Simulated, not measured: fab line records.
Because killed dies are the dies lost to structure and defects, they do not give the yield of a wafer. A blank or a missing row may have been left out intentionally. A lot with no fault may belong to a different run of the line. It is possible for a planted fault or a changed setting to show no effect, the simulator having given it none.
What tool caused it?	flow nand harc	Sampling: 21 lots, 63 wafers, 6 of 1302 route steps

## WHAT EACH GAUGE READ, for each wafer
The record lacks any reading of a measuring or inspecting step that a usual standard deviation could be used to judge.

## TOOL THAT RAN EACH LOT (tool first, then ch and the chambers of the sampled wafers, then the start)
lot	NHARC_A_SLIT_STRIP_18	NHARC_A_WL_FILL_RTA_01	NHARC_A_WL_FILL_ETCHBACK_26	NHARC_A_CONTACT_ETCH_50	NHARC_A_CONTACT_ETCH_118	NHARC_A_CONTACT_STRIP_55
L074	rie diel-01 ch 1,2, day 20 03:30 or earlier	rtp anneal-01 ch 0, day 20 03:30	rie si-06 ch 0,1,3, day 20 20:41	rie diel-08 ch 1,2, day 21 08:47 or earlier	har cap etch-02 ch 0,1, day 21 08:47	rie diel-11 ch 2,3, no start
L075	rie diel-09 ch 0,1, day 20 07:15 or earlier	rtp anneal-01 ch 0, day 20 07:15	rie si-03 ch 0,2,3, day 20 23:30	rie diel-11 ch 0,2,3, day 21 11:38 or earlier	har cap etch-01 ch 0,1, day 21 11:38	rie diel-08 ch 1,3, no start
L076	rie diel-12 ch 0,2,3, day 20 22:31 or earlier	rtp anneal-02 ch 0, day 20 22:31	rie si-01 ch 0,1,2, day 21 16:51	rie diel-11 ch 0,2,3, day 22 07:41 or earlier	har cap etch-03 ch 0,1, day 22 07:41	rie diel-11 ch 0,1,2, no start
L077	rie diel-12 ch 0,1,2, day 21 15:39 or earlier	rtp anneal-02 ch 0, day 21 15:39	rie si-03 ch 0,2,3, day 22 13:40	rie diel-11 ch 0,1, day 22 23:35 or earlier	har cap etch-03 ch 0,1, day 22 23:35	rie diel-03 ch 1,2,3, no start
L078	rie diel-12 ch 0,1, day 22 04:08 or earlier	rtp anneal-02 ch 0, day 22 04:08	rie si-01 ch 1,2, day 22 20:56	rie diel-11 ch 1,2,3, day 23 09:08 or earlier	har cap etch-01 ch 0,1, day 23 09:08	rie diel-08 ch 0,1, no start
L080	rie diel-09 ch 0,2,3, day 22 12:32 or earlier	rtp anneal-02 ch 0, day 22 12:32	rie si-01 ch 0,1,2, day 23 04:56	rie diel-11 ch 0,2, day 23 15:34 or earlier	har cap etch-02 ch 0,1, day 23 15:34	rie diel-11 ch 2,3, no start
L083	rie diel-09 ch 0,1,3, day 23 14:55 or earlier	rtp anneal-02 ch 0, day 23 14:55	rie si-01 ch 0,2,3, day 24 12:19	rie diel-08 ch 1,2,3, day 25 00:58 or earlier	har cap etch-01 ch 0,1, day 25 00:58	rie diel-11 ch 0,2,3, no start
L081	rie diel-12 ch 1,2, day 23 14:47 or earlier	rtp anneal-02 ch 0, day 23 14:47	rie si-03 ch 1,2, day 24 12:19	rie diel-11 ch 1,2,3, day 24 23:35 or earlier	har cap etch-03 ch 0,1, day 24 23:35	rie diel-11 ch 0,1,3, no start
L082	rie diel-01 ch 1,3, day 23 20:04 or earlier	rtp anneal-01 ch 0, day 23 20:04	rie si-06 ch 0,3, day 24 12:19	rie diel-11 ch 0,3, day 25 02:47 or earlier	har cap etch-02 ch 0,1, day 25 02:47	rie diel-08 ch 0,3, no start
L084	rie diel-09 ch 0,3, day 25 03:09 or earlier	rtp anneal-01 ch 0, day 25 03:09	rie si-03 ch 0,1,3, day 25 19:52	rie diel-11 ch 1,2,3, day 26 06:17 or earlier	har cap etch-01 ch 0,1, day 26 06:17	rie diel-03 ch 2,3, no start
L085	rie diel-12 ch 0,3, day 25 03:09 or earlier	rtp anneal-02 ch 0, day 25 03:09	rie si-01 ch 0,2,3, day 25 19:50	rie diel-03 ch 0,2, day 26 05:56 or earlier	har cap etch-03 ch 0,1, day 26 05:56	rie diel-11 ch 1,2,3, no start
L086	rie diel-01 ch 0,2,3, day 25 08:42 or earlier	rtp anneal-01 ch 0, day 25 08:42	rie si-03 ch 0,1,2, day 26 01:31	rie diel-11 ch 0,1,3, day 26 11:47 or earlier	har cap etch-02 ch 0,1, day 26 11:47	rie diel-08 ch 2,3, no start
L087	rie diel-12 ch 0,2,3, day 25 17:18 or earlier	rtp anneal-01 ch 0, day 25 17:18	rie si-03 ch 1,2,3, day 26 10:02	rie diel-08 ch 0,2, day 26 20:13 or earlier	har cap etch-02 ch 0,1, day 26 20:13	rie diel-11 ch 0,1,2, no start
L089	rie diel-09 ch 0,1,2, day 26 01:16 or earlier	rtp anneal-02 ch 0, day 26 01:16	rie si-01 ch 1,2,3, day 26 20:33	rie diel-11 ch 1,2,3, day 27 11:44 or earlier	har cap etch-01 ch 0,1, day 27 11:44	rie diel-11 ch 0,1,3, no start
L088	rie diel-01 ch 0,1,2, day 26 01:14 or earlier	rtp anneal-01 ch 0, day 26 01:14	rie si-06 ch 0,2,3, day 26 20:32	rie diel-08 ch 2,3, day 27 11:27 or earlier	har cap etch-03 ch 0,1, day 27 11:27	rie diel-11 ch 2,3, no start
L090	rie diel-09 ch 0,1,3, day 27 11:50 or earlier	rtp anneal-01 ch 0, day 27 11:50	rie si-03 ch 1,2, day 28 04:13	rie diel-08 ch 0,1,2, day 28 16:44 or earlier	har cap etch-03 ch 0,1, day 28 16:44	rie diel-03 ch 0,1, no start
L092	rie diel-12 ch 1,2,3, day 28 09:45 or earlier	rtp anneal-02 ch 0, day 28 09:45	rie si-01 ch 1,2,3, day 29 04:13	rie diel-11 ch 1,2, day 29 14:18 or earlier	har cap etch-01 ch 1, day 29 14:18	rie diel-03 ch 1,3, no start
L093	rie diel-09 ch 2,3, day 28 14:58 or earlier	rtp anneal-01 ch 0, day 28 14:58	rie si-06 ch 0,1,2, day 29 09:34	rie diel-11 ch 0,1,3, day 29 20:10 or earlier	har cap etch-03 ch 0,1, day 29 20:10	rie diel-11 ch 0,1,3, no start
L095	rie diel-01 ch 1,2, day 29 09:28 or earlier	rtp anneal-02 ch 0, day 29 09:28	rie si-06 ch 1,2, day 29 23:52	rie diel-08 ch 0,1, day 30 10:04 or earlier	har cap etch-02 ch 0,1, day 30 10:04	rie diel-08 ch 0,1,2, no start
L097	rie diel-12 ch 2,3, day 29 09:13 or earlier	rtp anneal-01 ch 0, day 29 09:13	rie si-03 ch 0,1, day 30 02:09	rie diel-03 ch 0,1,2, day 30 14:52 or earlier	har cap etch-03 ch 0, day 30 14:52	rie diel-11 ch 0,2, no start
L094	rie diel-01 ch 1,2,3, day 29 13:29 or earlier	rtp anneal-01 ch 0, day 29 13:29	rie si-03 ch 0,1,2, day 30 08:10	rie diel-03 ch 0,2, day 30 19:05 or earlier	har cap etch-02 ch 0,1, day 30 19:05	rie diel-03 ch 2,3, no start
- NHARC_A_SLIT_STRIP_18: strips in O2.
- NHARC_A_WL_FILL_RTA_01: time 5 s.
- NHARC_A_WL_FILL_ETCHBACK_26: etches the open film in HBr, target depth 52 nm, time 13.3 s.
- NHARC_A_CONTACT_ETCH_50: etches the open film in CF4/CHF3, target depth 121 nm, time 60.5 s.
- NHARC_A_CONTACT_ETCH_118: etches the open film in C4F8/O2/Ar, time 190 s, target depth 1850 nm.
- NHARC_A_CONTACT_STRIP_55: strips in O2.

## WHAT THE TOOLS THEMSELVES READ (means of the sampled wafers that have a number; where no wafer has one, the mark that the record gives instead)
NHARC_A_SLIT_STRIP_18. Usual: drypump motor current A 5.8 A, standard deviation 0.52; o2 flow sccm 500.0 sccm, standard deviation 1.5; oes product au 1.002 a.u., standard deviation 0.0071; rf vpp V 57.9 V, standard deviation 0.89; showerhead plenum p Torr 3.55 Torr, standard deviation 0.14; throttle valve pct 17.036 %, standard deviation 0.0095.
lot	tool	drypump motor current A (A)	o2 flow sccm (sccm)	oes product au (a.u.)	rf vpp V (V)	showerhead plenum p Torr (Torr)	throttle valve pct (%)	flag
L074	rie diel-01	5.3	500.1	0.994	58.7	3.59	17.030	
L075	rie diel-09	6.0	500.8	0.997	57.5	3.65	17.048	
L076	rie diel-12	5.7	500.6	1.015	57.3	3.46	17.032	
L077	rie diel-12	5.4	498.4	1.003	57.0	3.47	17.025	
L078	rie diel-12	5.2	499.8	0.996	57.7	3.37	17.027	
L080	rie diel-09	6.0	499.6	1.003	58.1	3.67	17.036	
L083	rie diel-09	6.2	498.5	1.007	58.4	3.63	17.031	
L081	rie diel-12	5.5	500.0	0.996	57.9	3.54	17.035	
L082	rie diel-01	6.1	497.5	0.997	58.1	3.60	17.029	
L084	rie diel-09	6.0	500.8	0.997	58.4	3.73	17.041	
L085	rie diel-12	5.8	502.3	1.007	57.1	3.43	17.047	
L086	rie diel-01	5.6	499.6	1.000	57.6	3.57	17.040	
L087	rie diel-12	5.7	501.6	1.014	58.2	3.46	17.040	
L089	rie diel-09	6.2	499.5	1.001	56.9	3.57	17.028	
L088	rie diel-01	5.2	500.0	1.008	57.4	3.65	17.037	
L090	rie diel-09	6.2	499.2	1.004	57.7	3.63	17.038	
L092	rie diel-12	5.8	499.8	1.003	58.7	3.53	17.029	
L093	rie diel-09	6.2	499.0	1.006	58.5	3.65	17.032	
L095	rie diel-01	5.3	499.8	0.998	58.5	3.58	17.043	
L097	rie diel-12	5.9	500.5	1.001	57.4	3.55	17.038	
L094	rie diel-01	5.7	500.7	0.999	58.5	3.58	17.038	

NHARC_A_WL_FILL_RTA_01. Usual: lamp power pct 29.11 %, standard deviation 0.1; lamp_zone_2_pct 29.10 %, standard deviation 0.11; lamp_zone_3_pct 29.11 %, standard deviation 0.1; wafer_temp_C_max 1004.2, standard deviation 0.98.
lot	tool	lamp power pct (%)	lamp_zone_2_pct (%)	lamp_zone_3_pct (%)	wafer_temp_C_max	flag
L074	rtp anneal-01	29.03	28.97	29.03	1005.8	
L075	rtp anneal-01	29.01	29.02	29.03	1003.9	
L076	rtp anneal-02	29.22	29.19	29.22	1003.8	
L077	rtp anneal-02	29.25	29.21	29.24	1003.2	
L078	rtp anneal-02	29.23	29.20	29.22	1003.1	
L080	rtp anneal-02	29.17	29.20	29.19	1004.0	
L083	rtp anneal-02	29.18	29.19	29.18	1003.5	
L081	rtp anneal-02	29.24	29.25	29.21	1003.8	
L082	rtp anneal-01	29.02	29.03	29.03	1005.0	
L084	rtp anneal-01	29.02	28.99	28.99	1004.4	
L085	rtp anneal-02	29.24	29.23	29.23	1003.9	
L086	rtp anneal-01	29.04	29.02	29.05	1004.0	
L087	rtp anneal-01	29.04	29.04	29.05	1004.6	
L089	rtp anneal-02	29.19	29.21	29.19	1003.8	
L088	rtp anneal-01	29.02	29.02	29.02	1004.4	
L090	rtp anneal-01	29.03	29.02	29.01	1005.1	
L092	rtp anneal-02	29.22	29.21	29.26	1003.6	
L093	rtp anneal-01	29.00	28.98	28.99	1005.2	
L095	rtp anneal-02	29.20	29.21	29.22	1003.6	
L097	rtp anneal-01	29.03	29.00	29.02	1004.2	
L094	rtp anneal-01	29.05	29.00	29.03	1004.5	

NHARC_A_WL_FILL_ETCHBACK_26. Usual: drypump motor current A 5.9 A, standard deviation 0.42; hbr flow sccm 149.9 sccm, standard deviation 0.46; he backside leak sccm 2.65 sccm, standard deviation 0.23; oes product au 1.000 a.u., standard deviation 0.0075; throttle valve pct 23.267 %, standard deviation 0.0085.
lot	tool	drypump motor current A (A)	hbr flow sccm (sccm)	he backside leak sccm (sccm)	oes product au (a.u.)	throttle valve pct (%)	flag
L074	rie si-06	6.1	149.7	2.73	0.991	23.260	
L075	rie si-03	5.5	149.9	2.54	1.002	23.262	
L076	rie si-01	6.0	150.1	2.70	0.998	23.265	
L077	rie si-03	5.5	150.0	2.56	1.007	23.260	
L078	rie si-01	6.2	149.6	2.49	1.006	23.263	
L080	rie si-01	6.0	150.2	2.69	0.991	23.266	
L083	rie si-01	6.0	150.1	2.91	0.998	23.264	
L081	rie si-03	5.8	150.0	2.54	0.998	23.265	
L082	rie si-06	6.1	150.0	2.71	1.007	23.263	
L084	rie si-03	5.6	150.1	2.65	0.996	23.269	
L085	rie si-01	6.0	150.1	2.94	1.004	23.272	
L086	rie si-03	5.5	150.1	2.52	1.000	23.269	
L087	rie si-03	5.8	150.0	2.52	0.990	23.260	
L089	rie si-01	6.2	150.1	2.82	0.997	23.267	
L088	rie si-06	6.2	150.2	2.84	1.002	23.265	
L090	rie si-03	5.8	150.1	2.53	1.002	23.267	
L092	rie si-01	6.2	150.0	2.69	1.004	23.265	
L093	rie si-06	6.0	149.9	2.75	0.999	23.273	
L095	rie si-06	6.1	149.9	2.90	0.997	23.274	
L097	rie si-03	5.6	149.8	2.44	1.010	23.282	
L094	rie si-03	5.5	150.2	2.60	1.003	23.273	

NHARC_A_CONTACT_ETCH_50. Usual: drypump motor current A 5.8 A, standard deviation 0.48; oes product au 0.958 a.u., standard deviation 0.022; rf vpp V 370.4 V, standard deviation 2.1; showerhead plenum p Torr 1.57 Torr, standard deviation 0.056; throttle valve pct 16.803 %, standard deviation 0.0097.
lot	tool	drypump motor current A (A)	oes product au (a.u.)	rf vpp V (V)	showerhead plenum p Torr (Torr)	throttle valve pct (%)	flag
L074	rie diel-08	5.9	0.928	369.8	1.55	16.807	
L075	rie diel-11	5.7	0.971	370.1	1.57	16.796	
L076	rie diel-11	5.7	0.973	370.4	1.57	16.805	
L077	rie diel-11	5.4	0.972	372.3	1.60	16.797	
L078	rie diel-11	5.8	0.973	369.0	1.56	16.801	
L080	rie diel-11	5.4	0.929	370.9	1.61	16.797	
L083	rie diel-08	6.0	0.960	370.7	1.58	16.794	
L081	rie diel-11	5.8	0.971	369.1	1.56	16.809	
L082	rie diel-11	6.1	0.976	369.0	1.53	16.801	
L084	rie diel-11	5.8	0.961	370.0	1.55	16.805	
L085	rie diel-03	6.0	0.927	368.1	1.51	16.807	
L086	rie diel-11	5.7	0.973	369.5	1.57	16.796	
L087	rie diel-08	6.3	0.927	369.4	1.56	16.799	
L089	rie diel-11	5.8	0.977	370.5	1.55	16.810	
L088	rie diel-08	6.1	0.966	373.0	1.63	16.809	
L090	rie diel-08	6.1	0.952	368.7	1.53	16.806	
L092	rie diel-11	5.5	0.968	370.9	1.58	16.805	
L093	rie diel-11	5.7	0.972	370.3	1.56	16.806	
L095	rie diel-08	6.2	0.925	368.4	1.52	16.810	
L097	rie diel-03	5.9	0.977	369.6	1.53	16.796	
L094	rie diel-03	6.2	0.980	368.1	1.50	16.809	

NHARC_A_CONTACT_STRIP_55. Usual: drypump motor current A 5.8 A, standard deviation 0.48; o2 flow sccm 500.2 sccm, standard deviation 1.5; oes product au 1.001 a.u., standard deviation 0.007; rf vpp V 57.8 V, standard deviation 0.86; showerhead plenum p Torr 3.53 Torr, standard deviation 0.12; throttle valve pct 17.036 %, standard deviation 0.01.
lot	tool	drypump motor current A (A)	o2 flow sccm (sccm)	oes product au (a.u.)	rf vpp V (V)	showerhead plenum p Torr (Torr)	throttle valve pct (%)	flag
L074	rie diel-11	6.2	500.2	0.998	57.2	3.42	17.034	
L075	rie diel-08	5.8	499.5	1.001	57.5	3.52	17.035	
L076	rie diel-11	5.4	499.6	1.002	58.9	3.60	17.039	
L077	rie diel-03	6.1	500.2	1.012	58.0	3.57	17.026	
L078	rie diel-08	6.2	500.8	0.993	58.0	3.43	17.045	
L080	rie diel-11	6.2	499.0	1.000	57.0	3.41	17.022	
L083	rie diel-11	5.8	499.2	1.002	57.9	3.52	17.030	
L081	rie diel-11	5.8	500.4	1.004	57.8	3.51	17.035	
L082	rie diel-08	6.2	501.0	0.996	57.7	3.61	17.032	
L084	rie diel-03	6.4	500.1	1.002	57.2	3.48	17.041	
L085	rie diel-11	5.9	500.2	1.001	57.6	3.49	17.034	
L086	rie diel-08	6.1	501.1	1.004	57.7	3.65	17.040	
L087	rie diel-11	5.4	500.5	1.001	58.6	3.59	17.038	
L089	rie diel-11	5.8	501.2	0.995	57.4	3.51	17.041	
L088	rie diel-11	6.2	500.5	1.000	57.9	3.40	17.040	
L090	rie diel-03	5.6	500.6	1.011	58.5	3.53	17.028	
L092	rie diel-03	5.8	500.0	1.007	58.1	3.63	17.045	
L093	rie diel-11	5.7	499.7	1.002	57.3	3.50	17.046	
L095	rie diel-08	6.1	500.6	1.003	58.6	3.44	17.041	
L097	rie diel-11	5.4	499.1	0.995	58.1	3.59	17.033	
L094	rie diel-03	6.4	500.6	1.013	57.5	3.46	17.039	

## THE ANSWER, worked out from the rows above alone
Rule: lot off if the mean of its wafers having a number is beyond 3 standard deviations from the usual mean. Also off: a lot with no number at a reading for which 4 or more lots have one. Any other lot the step has rows for is counted as sound. After the gauges, taken in route order, come the tools' own readings; for these a lot's mean is taken, as printed above. The first step at which some lot is off is used, and at that step the reading that is off furthest; a lot without a number counts as furthest.
No lot is off on any of the readings shown, so nothing can be concluded from this.

## WHAT THE SIMULATOR PUT IN
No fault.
